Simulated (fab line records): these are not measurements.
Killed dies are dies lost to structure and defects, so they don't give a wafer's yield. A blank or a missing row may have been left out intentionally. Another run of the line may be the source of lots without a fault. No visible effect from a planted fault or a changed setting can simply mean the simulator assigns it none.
fab line records    flow nand_harc
record lots=5  wafers=15  last_day=24
route steps=1159 shown P_GATE@185 END@1159
lots that met no fault: from a run of the same line without faults
start_h: start of the lot's first displayed wafer, in hours after the record's first day    wait_h: hours since the lot's step before    " identical to the entry in the row above    L1.1+2: several wafers, shown together as one row    - either no value or no given start    * or withheld: withheld    < > ~ a bound
route shown NAME@n: a module of which the file shows steps, and the number in the route of the first    usual: mean/standard deviation taken from wafers without a fault    same: alike in all rows    chamber/n: place in a boat    sites: each site's reading    _std_site: standard deviation of those values    _edge_site: outer sites' mean less inner sites'    radius_mm: how far each site lies from the wafer's centre    mask NAME#n: copy n    behind: the most recent tool/chamber to have shaped the wafer    hold: why the lot went on hold/how many hours it stayed there/how the hold came to an end    device: names the non-switching transistor (n, p or np)    end of line: the route-end tests of the same wafers    a step with no rows: only its recipe    killed: not the wafer's yield, but the dies lost to structure and defects at the first sort    map: a wafer's dies, marking killed ones x, the rest . and places with no die _
set.NAME: the run value of the setting; set.NAME@STEP: its run value at that earlier step    model.NAME: the simulator's own value behind a step, which no gauge read
lots seen at some steps along the route; tables by step, rows by wafer
services: from which hour (start_h, from the record's first day; less than 0 if before it) a tool's chamber was out of use, for how many hours, and why
## steps
# step NHARC_P_GATE_CD_MEAS_59
# recipe target_cd_nm=720  landing_energy_ev=500
# usual cd_nm=719.2/2.7
lot.wafer  tool       chamber  start_h  wait_h  cd_nm
L128.1     cd_sem-02  0        135.20   -       715.2
L128.4     "          0        "        "       716.3
L128.5     "          0        "        "       714.2
L130.3     cd_sem-02  0        137.92   -       722.0
L130.5     "          0        "        "       723.8
L130.6     "          0        "        "       720.1
L135.2     cd_sem-02  0        182.56   -       719.3
L135.3     "          0        "        "       718.7
L135.5     "          0        "        "       717.1
L139.2     cd_sem-02  0        196.39   -       716.3
L139.4     "          0        "        "       715.4
L139.5     "          0        "        "       715.5
L146.1     cd_sem-03  0        235.30   -       721.6
L146.3     "          0        "        "       715.7
L146.5     "          0        "        "       716.9
# step NHARC_P_GATE_HARDBAKE_60
# recipe temp_c=125  time_s=80
# step NHARC_P_GATE_DESCUM_61
# recipe time_s=3  o2_flow_sccm=200  ar_flow_sccm=0  bias_power_w=0  chemistry=O2
# usual drypump_motor_current_A=6.0/0.39  o2_flow_sccm=200.0/0.6  oes_product_au=0.992/0.012  rf_vpp_V=57.7/0.97  showerhead_plenum_p_Torr=1.90/0.095  throttle_valve_pct=11.311/0.0091
# same time_s=3
lot.wafer  tool         chamber  start_h  wait_h  drypump_motor_current_A  o2_flow_sccm  oes_product_au  rf_hours_counter_h  rf_vpp_V  showerhead_plenum_p_Torr  throttle_valve_pct
L128.4     rie_diel-03  1        135.38   -       6.0                      201.5         0.993           16                  56.4      1.80                      11.311
L128.1     "            3        "        "       6.7                      199.2         0.962           18                  57.3      1.87                      11.294
L128.5     "            1        "        "       6.1                      200.3         0.988           -                   56.6      1.80                      11.304
L130.3     rie_diel-03  2        138.11   -       5.5                      200.6         0.988           15                  58.0      2.03                      11.314
L130.6     "            2        "        "       5.5                      200.4         0.981           -                   58.3      2.03                      11.321
L130.5     "            3        "        "       6.7                      200.1         0.972           -                   57.5      1.87                      11.312
L135.3     rie_diel-12  1        182.80   -       5.9                      200.0         1.005           56                  56.3      1.78                      11.320
L135.2     "            2        "        "       5.3                      199.3         0.989           57                  56.4      1.82                      11.317
L135.5     "            1        "        "       5.9                      199.4         0.993           -                   59.2      1.78                      11.298
L139.4     rie_diel-03  2        196.57   -       5.6                      199.7         0.992           30                  57.3      2.02                      11.310
L139.2     "            3        "        "       6.7                      199.2         0.984           31                  58.4      1.86                      11.308
L139.5     "            1        "        "       6.0                      199.1         0.996           -                   57.3      1.80                      11.296
L146.3     rie_diel-12  2        235.47   -       5.4                      199.9         0.983           9                   58.0      1.82                      11.304
L146.1     "            3        "        "       5.5                      200.3         1.022           9                   56.4      1.98                      11.299
L146.5     "            1        "        "       5.9                      200.3         0.994           -                   58.4      2.07                      11.301
# step NHARC_P_GATE_IMPLANT_62
# recipe energy_kev=20  dose_cm2=3e+15  tilt_deg=7
# step NHARC_P_GATE_STRIP_112
# recipe power_w=1500  temp_c=110  time_s=200  chemistry=N2/H2
# usual drypump_motor_current_A=6.2/0.33  heater_power_w=85/10  temp_c=110.04/0.14
# same time_s=200
lot.wafer  tool             chamber  start_h  wait_h  drypump_motor_current_A  heater_power_w  rf_hours_counter_h  temp_c
L128.1     plasma_asher-02  0        135.89   0.3     5.7                      72              44                  109.91
L128.4     "                0        "        "       5.7                      74              -                   109.97
L128.5     "                1        "        "       6.0                      83              -                   109.89
L130.3     plasma_asher-02  0        138.57   0.2     5.7                      71              -                   110.13
L130.6     "                0        "        "       5.7                      71              -                   110.06
L130.5     "                1        "        "       6.1                      80              -                   109.96
L135.2     plasma_asher-01  1        183.20   0.2     6.4                      89              22                  110.17
L135.3     "                1        "        "       6.5                      88              -                   110.13
L135.5     "                1        "        "       6.5                      89              -                   109.96
L139.2     plasma_asher-02  1        197.03   0.3     6.1                      80              1                   109.99
L139.4     "                1        "        "       6.1                      79              -                   109.94
L139.5     "                0        "        "       5.7                      73              -                   110.03
L146.1     plasma_asher-02  0        235.83   0.2     5.7                      74              15                  110.10
L146.3     "                1        "        "       6.1                      77              -                   110.09
L146.5     "                1        "        "       6.1                      79              -                   110.09
# step NHARC_P_GATE_STRIP_76
# recipe power_w=1500  temp_c=250  chemistry=O2
# usual drypump_motor_current_A=6.2/0.33  heater_power_w=319/39  temp_c=250.00/0.18
lot.wafer  tool             chamber  start_h  wait_h  drypump_motor_current_A  heater_power_w  rf_hours_counter_h  temp_c
L128.1     plasma_asher-02  0        136.15   0.2     5.7                      267             45                  250.28
L128.4     "                0        "        "       5.7                      269             -                   250.05
L128.5     "                1        "        "       6.1                      318             -                   250.04
L130.3     plasma_asher-02  0        138.76   0.2     5.7                      269             -                   249.99
L130.6     "                0        "        "       5.7                      269             -                   250.05
L130.5     "                1        "        "       6.1                      313             -                   249.73
L135.2     plasma_asher-01  1        183.43   0.2     6.5                      322             22                  250.18
L135.3     "                1        "        "       6.4                      328             -                   250.04
L135.5     "                1        "        "       6.4                      332             -                   250.19
L139.2     plasma_asher-02  1        197.26   0.2     6.1                      292             1                   250.17
L139.4     "                1        "        "       6.1                      277             -                   249.82
L139.5     "                0        "        "       5.7                      273             -                   250.01
L146.1     plasma_asher-02  0        236.09   0.2     5.7                      274             15                  249.81
L146.3     "                1        "        "       6.1                      285             -                   249.86
L146.5     "                1        "        "       6.1                      291             -                   249.88
# step NHARC_P_GATE_STRIP_63
# recipe time_s=900  temp_c=130  chemistry=SPM
# step NHARC_P_GATE_DEHYDRATE_83
# recipe temp_c=150  time_s=120
# step NHARC_P_GATE_HMDS_84
# recipe time_s=30
# step NHARC_P_GATE_COAT_85
# recipe spin_rpm=3000
# step NHARC_P_GATE_SOFTBAKE_86
# recipe temp_c=122  time_s=95
# step NHARC_P_GATE_EBR_87
# step NHARC_P_GATE_EXPOSE_88
# recipe na=0.6  target_cd_nm=2000  dose_mj=11.87  mask_id=P_HVN
# usual exposure_dose_mJ_cm2=11.870/0.012  reticle_temp_C=23.01/0.11
lot.wafer  tool            chamber  start_h  wait_h  mask     exposure_dose_mJ_cm2  reticle_temp_C
L128.1     krf_scanner-04  0        136.96   -       P_HVN#0  11.875                23.08
L128.4     "               0        "        "       P_HVN#0  11.866                22.94
L128.5     "               0        "        "       P_HVN#0  11.868                22.98
L130.3     krf_scanner-03  0        139.52   -       P_HVN#0  11.879                22.80
L130.5     "               0        "        "       P_HVN#0  11.883                22.83
L130.6     "               0        "        "       P_HVN#0  11.884                22.83
L135.2     krf_scanner-03  0        184.20   -       P_PSD#0  11.856                23.11
L135.3     "               0        "        "       P_PSD#0  11.863                23.17
L135.5     "               0        "        "       P_PSD#0  11.878                23.12
L139.2     krf_scanner-03  0        197.91   -       P_HVN#0  11.870                22.98
L139.4     "               0        "        "       P_HVN#0  11.871                23.05
L139.5     "               0        "        "       P_HVN#0  11.869                23.17
L146.1     krf_scanner-04  0        236.85   -       P_HVN#0  11.867                22.98
L146.3     "               0        "        "       P_HVN#0  11.870                22.96
L146.5     "               0        "        "       P_HVN#0  11.868                22.92
# step NHARC_P_GATE_PEB_89
# recipe peb_temp_c=118  peb_time_s=85
# step NHARC_P_GATE_DEVELOP_90
# recipe time_s=70
# step NHARC_P_GATE_CD_MEAS_91
# recipe target_cd_nm=2000  landing_energy_ev=500
# usual cd_nm=2000.3/2.3
lot.wafer  tool       chamber  start_h  wait_h  cd_nm
L128.1     cd_sem-02  0        137.12   -       2000.0
L128.4     "          0        "        "       2003.5
L128.5     "          0        "        "       1998.3
L130.3     cd_sem-03  0        139.67   -       2000.2
L130.5     "          0        "        "       2002.4
L130.6     "          0        "        "       2003.7
L135.2     cd_sem-02  0        184.37   -       -
L135.3     "          0        "        "       -
L135.5     "          0        "        "       -
L139.2     cd_sem-03  0        198.07   -       2000.9
L139.4     "          0        "        "       2001.4
L139.5     "          0        "        "       1996.9
L146.1     cd_sem-03  0        237.01   -       1999.4
L146.3     "          0        "        "       2002.2
L146.5     "          0        "        "       1998.1
# step NHARC_P_GATE_HARDBAKE_92
# recipe temp_c=125  time_s=80
# step NHARC_END_SORT_01
# recipe temp_c=25
# usual killed_at_array=25/10  killed_at_other=0.6/0.91  killed_at_periphery=3.6/2.9  killed_dies=29/10  killed_open=3.3/2  killed_short=1.9/1.5
# same gross_dies=677
lot.wafer  tool       chamber  start_h  wait_h  killed_at_array  killed_at_other  killed_at_periphery  killed_dies  killed_open  killed_short
L135.2     prober-02  0        508.02   2.8     32               0                645                  677          1            3
L135.3     prober-02  0        508.81   3.1     32               0                645                  677          2            5
L135.5     prober-02  0        510.40   3.7     26               0                651                  677          3            1
# killed by level:class
L135.2 P_GATE:area_expose=640 A_SLIT:chamber_film_flake=15 A_CHANNEL_HOLE_D1:chamber_film_flake=6 P_GATE:chamber_film_flake=4 A_STAIRCASE:chamber_film_flake=4 A_CONTACT:chamber_film_flake=3 P_M0:geometric_particle:short=1 A_SGD_CUT:geometric_particle:open=1
L135.3 P_GATE:area_expose=642 A_SLIT:chamber_film_flake=12 A_STAIRCASE:chamber_film_flake=6 A_CONTACT:chamber_film_flake=5 A_CHANNEL_HOLE_D1:chamber_film_flake=3 P_GATE:chamber_film_flake=2 P_GATE:geometric_particle:short=1 A_ONON_D1:geometric_particle:short=1
L135.5 P_GATE:area_expose=648 A_SLIT:chamber_film_flake=14 A_CHANNEL_HOLE_D1:chamber_film_flake=5 A_CONTACT:chamber_film_flake=3 A_STAIRCASE:chamber_film_flake=2 P_M0:geometric_particle:open=1 P_M1:geometric_particle:open=1 A_ONON_D1:geometric_particle:short=1
# map L135.2 (x killed, . not)
____________x____________
_________xxxxxxx_________
_______xxxxxxxxxxx_______
______xxxxxxxxxxxxx______
_____xxxxxxxxxxxxxxx_____
____xxxxxxxxxxxxxxxxx____
____xxxxxxxxxxxxxxxxx____
___xxxxxxxxxxxxxxxxxxx___
___xxxxxxxxxxxxxxxxxxx___
__xxxxxxxxxxxxxxxxxxxxx__
__xxxxxxxxxxxxxxxxxxxxx__
_xxxxxxxxxxxxxxxxxxxxxxx_
_xxxxxxxxxxxxxxxxxxxxxxx_
_xxxxxxxxxxxxxxxxxxxxxxx_
_xxxxxxxxxxxxxxxxxxxxxxx_
_xxxxxxxxxxxxxxxxxxxxxxx_
xxxxxxxxxxxxxxxxxxxxxxxxx
xxxxxxxxxxxxxxxxxxxxxxxxx
xxxxxxxxxxxxxxxxxxxxxxxxx
xxxxxxxxxxxxxxxxxxxxxxxxx
xxxxxxxxxxxxxxxxxxxxxxxxx
_xxxxxxxxxxxxxxxxxxxxxxx_
_xxxxxxxxxxxxxxxxxxxxxxx_
_xxxxxxxxxxxxxxxxxxxxxxx_
_xxxxxxxxxxxxxxxxxxxxxxx_
_xxxxxxxxxxxxxxxxxxxxxxx_
__xxxxxxxxxxxxxxxxxxxxx__
__xxxxxxxxxxxxxxxxxxxxx__
___xxxxxxxxxxxxxxxxxxx___
___xxxxxxxxxxxxxxxxxxx___
____xxxxxxxxxxxxxxxxx____
____xxxxxxxxxxxxxxxxx____
_____xxxxxxxxxxxxxxx_____
______xxxxxxxxxxxxx______
_______xxxxxxxxxxx_______
_________xxxxxxx_________
____________x____________
# map L130.5 (x killed, . not)
____________.____________
_________......._________
_______..........._______
______.............______
_____...........x..._____
____.x......x........____
____.......xx..x.....____
___............x......___
___...................___
__........x............__
__.....................__
_......................._
_......................._
_......................._
_......................._
_......................._
..x......................
.........................
.x..x....................
x.x......................
.x..x....................
_.x...............x....._
_......................._
_....x.....x............_
_......................._
_.......x...........x..._
__.....................__
__......x.........x....__
___............x......___
___...................___
____.................____
____.................____
_____..............._____
______.............______
_______..........._______
_________......._________
____________.____________
## services
tool             chamber  start_h  hours  kind
rie_diel-03      0        120.82   -      clean
rie_diel-03      1        120.82   -      clean
rie_diel-03      2        120.82   -      clean
rie_diel-03      3        120.82   -      clean
plasma_asher-01  -        123.99   6.7    repair
krf_scanner-04   -        126.00   4.0    pm
rie_diel-03      0        145.48   -      clean
rie_diel-03      1        145.48   -      clean
rie_diel-03      2        145.48   -      clean
rie_diel-03      3        145.48   -      clean
rie_diel-03      3        148.73   7.9    repair
krf_scanner-03   -        168.00   4.0    pm
rie_diel-03      0        169.98   -      clean
rie_diel-03      1        169.98   -      clean
rie_diel-03      2        169.98   -      clean
rie_diel-03      3        169.98   -      clean
krf_scanner-03   -        176.91   0.6    repair
plasma_asher-02  -        183.02   9.0    pm
plasma_asher-02  0        183.02   11.9   vent_cycle
plasma_asher-02  1        183.02   11.9   vent_cycle
plasma_asher-01  -        187.74   3.9    repair
rie_diel-12      -        202.53   9.0    pm
krf_scanner-04   -        204.44   0.3    repair
rie_diel-03      -        215.30   9.0    pm
## key
first_sign step=NHARC_P_GATE_EXPOSE_88  reading=mask  direction=changed
effect step=NHARC_P_GATE_CD_MEAS_91  reading=cd_nm  direction=missing
effect step=NHARC_END_SORT_01  reading=killed_at_periphery  direction=up  sigmas=99+  usual=3.6  struck=647
more_kills_born_at NHARC_P_GATE_EXPOSE_88@krf_scanner-03=1930
met_at NHARC_P_GATE_EXPOSE_88
struck_wafers L135.2,L135.3,L135.5
later_rows_left_out L135.2,L135.3,L135.5
tester_left_out L135
onset_between 139.52 184.20
fault kind=wrong_mask  tool=any  chamber=-  onset_h=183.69  steps=NHARC_P_GATE_EXPOSE_88  aux_copy=P_PSD#0  scope=struck_lots_only
# tester_left_out: of these lots the tester's yield and bins aren't shown, on N5 and GAA mostly nor the transistor test; their killed dies are dies lost to structure and defects alone, not to doping, threshold or leakage, so they don't give the yield
# later_rows_left_out: the simulator's readings of these wafers behind a module that went badly wrong aren't trusted and aren't shown, but for the sort
